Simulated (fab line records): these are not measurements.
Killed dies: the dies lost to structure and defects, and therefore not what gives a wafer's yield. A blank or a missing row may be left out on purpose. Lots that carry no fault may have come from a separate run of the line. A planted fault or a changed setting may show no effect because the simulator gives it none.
Which tool was responsible? / flow n5Finfet / 22 lots with 66 wafers sampled at 2 steps, on a route of 1938 steps

== WHAT THE GAUGES READ, wafer by wafer ==
N5_BEOL_M2_OVL_MEAS_29.
lot=L074; measured=day 6 10:32; on=overlay-01; V1_OVL (nm)=-0.4 -0.1 -0.4
lot=L076; measured=day 7 04:24; on=overlay-02; V1_OVL (nm)=1.2 1.0 0.8
lot=L077; measured=day 7 05:49; on=overlay-02; V1_OVL (nm)=0.8 0.0 0.3
lot=L078; measured=day 7 13:55; on=overlay-02; V1_OVL (nm)=0.1 -1.2 -0.5
lot=L079; measured=day 7 17:50; on=overlay-02; V1_OVL (nm)=-0.1 0.8 0.7
lot=L080; measured=day 7 22:41; on=overlay-02; V1_OVL (nm)=-0.2 0.6 -0.4
lot=L081; measured=day 8 09:01; on=overlay-02; V1_OVL (nm)=0.3 0.3 1.2
lot=L082; measured=day 8 15:31; on=overlay-02; V1_OVL (nm)=0.8 0.3 1.3
lot=L083; measured=day 9 05:52; on=overlay-01; V1_OVL (nm)=0.6 -0.3 -0.3
lot=L084; measured=day 9 09:01; on=overlay-01; V1_OVL (nm)=0.4 0.3 -0.3
lot=L085; measured=day 9 09:47; on=overlay-02; V1_OVL (nm)=-0.2 -0.4 -0.5
lot=L086; measured=day 9 12:36; on=overlay-02; V1_OVL (nm)=0.7 0.6 -0.3
lot=L087; measured=day 9 12:56; on=overlay-02; V1_OVL (nm)=-1.2 -0.4 -1.1
lot=L088; measured=day 10 04:50; on=overlay-01; V1_OVL (nm)=0.0 1.1 0.8
lot=L089; measured=day 10 10:04; on=overlay-02; V1_OVL (nm)=0.4 0.2 0.4
lot=L090; measured=day 10 17:08; on=overlay-01; V1_OVL (nm)=2.0 1.5 1.0
lot=L091; measured=day 10 20:56; on=overlay-01; V1_OVL (nm)=-0.5 -0.3 0.7
lot=L092; measured=day 11 13:24; on=overlay-02; V1_OVL (nm)=0.5 0.5 0.4
lot=L094; measured=day 11 16:04; on=overlay-01; V1_OVL (nm)=0.4 0.5 -0.1
lot=L095; measured=day 11 19:31; on=overlay-01; V1_OVL (nm)=0.6 1.2 0.1
lot=L097; measured=day 12 06:34; on=overlay-02; V1_OVL (nm)=0.2 -0.3 -0.6
lot=L096; measured=day 12 15:17; on=overlay-02; V1_OVL (nm)=0.8 1.1 1.0

N5_BEOL_M2_INSPECT_30: inspects for defects (brightfield).
lot=L074; measured=day 6 10:34; on=defectInspect-01; rawDefectCount=386 456 422
lot=L076; measured=day 7 04:27; on=defectInspect-01; rawDefectCount=323 308 331
lot=L077; measured=day 7 05:53; on=defectInspect-02; rawDefectCount=405 659 461
lot=L078; measured=day 7 13:58; on=defectInspect-01; rawDefectCount=431 398 406
lot=L079; measured=day 7 17:53; on=defectInspect-01; rawDefectCount=577 561 408
lot=L080; measured=day 7 22:45; on=defectInspect-02; rawDefectCount=408 349 387
lot=L081; measured=day 8 09:04; on=defectInspect-02; rawDefectCount=788 505 672
lot=L082; measured=day 8 15:34; on=defectInspect-02; rawDefectCount=354 268 346
lot=L083; measured=day 9 05:55; on=defectInspect-02; rawDefectCount=356 333 414
lot=L084; measured=day 9 09:04; on=defectInspect-01; rawDefectCount=433 408 561
lot=L085; measured=day 9 09:50; on=defectInspect-02; rawDefectCount=583 590 373
lot=L086; measured=day 9 12:40; on=defectInspect-02; rawDefectCount=412 563 590
lot=L087; measured=day 9 13:00; on=defectInspect-02; rawDefectCount=346 330 427
lot=L088; measured=day 10 04:53; on=defectInspect-01; rawDefectCount=282 480 263
lot=L089; measured=day 10 10:07; on=defectInspect-02; rawDefectCount=567 500 481
lot=L090; measured=day 10 17:11; on=defectInspect-01; rawDefectCount=374 258 329
lot=L091; measured=day 10 21:00; on=defectInspect-01; rawDefectCount=712 515 457
lot=L092; measured=day 11 13:27; on=defectInspect-01; rawDefectCount=491 640 476
lot=L094; measured=day 11 16:07; on=defectInspect-01; rawDefectCount=460 477 252
lot=L095; measured=day 11 19:35; on=defectInspect-02; rawDefectCount=796 674 671
lot=L097; measured=day 12 06:38; on=defectInspect-02; rawDefectCount=443 461 516
lot=L096; measured=day 12 15:19; on=defectInspect-02; rawDefectCount=447 427 411

== TOOL THAT RAN EACH LOT (tool first, then ch and the chambers of the sampled wafers, then the start) ==
Record: no process step prior to these readings.

== AS READ BY THE TOOLS THEMSELVES (means over the sampled wafers that have a number; for cases with no such wafer, the mark the record gives instead) ==
The record holds no such reading with a usual standard deviation.

== THE ANSWER, worked out from the rows above alone ==
Rule: the lots themselves supply what counts as usual. Put in order of their means at a reading, lots are off if they are a third of the lots or fewer, leave a main group of 4 or more, and stand apart from it by a gap of 3 or more times the standard deviation of the main group's means; of several such gaps the widest counts. The tables above print the reading to a certain number of digits; a main group whose means all agree to those digits is not used. A lot without any number at a reading at which 4 lots or more have one is off too. All remaining lots with rows at the step are treated as sound. After the gauges, taken in route order, come the tools' own readings; for these a lot's mean is taken, as printed above. The first step at which some lot is off is used, and at that step the reading that is off furthest; a lot without a number counts as furthest.
Across all readings shown, no lot is off: no conclusion can be drawn from this.

== WHAT THE SIMULATOR PUT IN ==
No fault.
